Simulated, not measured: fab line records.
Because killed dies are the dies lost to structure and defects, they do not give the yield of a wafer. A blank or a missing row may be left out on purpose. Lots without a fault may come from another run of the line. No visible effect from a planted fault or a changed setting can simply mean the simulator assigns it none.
Matching of chambers    flow n5 finfet    cvd co-02 running N5_BEOL_M4_PRE_CLEAN_60: 3 sister chambers
The step time 15 s. 6 wafers are shown with their chamber, then 12 later ones without.

## EACH WAFER AND ITS CHAMBER
wafer   chamber  heater power w (W)
L091.1  0        99
L092.5  1        152
L092.6  2        78
L093.2  0        97
L093.4  2        75
L093.6  1        152

## WAFERS WHOSE CHAMBER IS MISSING
wafer   heater power w (W)
L094.1  151
L094.5  149
L094.6  99
L095.2  96
L095.4  99
L095.6  78
L096.1  152
L096.2  100
L096.6  77
L097.2  76
L097.3  99
L097.5  78

## THE CHAMBER EACH PASSED THROUGH
wafer   from the rows above  in truth
L094.1  1                    1
L094.5  1                    1
L094.6  0                    0
L095.2  0                    0
L095.4  0                    0
L095.6  2                    2
L096.1  1                    1
L096.2  0                    0
L096.6  2                    2
L097.2  2                    2
L097.3  0                    0
L097.5  2                    2
12 of 12 placed correctly. From these rows, 0 cannot be placed. Number placed wrongly: 0.
How it was worked out, from the rows above alone: a wafer's distance from a chamber is the root of the sum, over the readings, of the square of ((its reading less the chamber's mean) divided by the reading's scatter). If the next closest chamber is less than 2 further off than the closest, the wafer can't be placed; otherwise it belongs to the closest. A chamber's mean is the mean of its shown wafers. The scatter: the root of (the sum of the squares of (reading less its chamber's mean) over the shown wafers, divided by (wafers less chambers)).
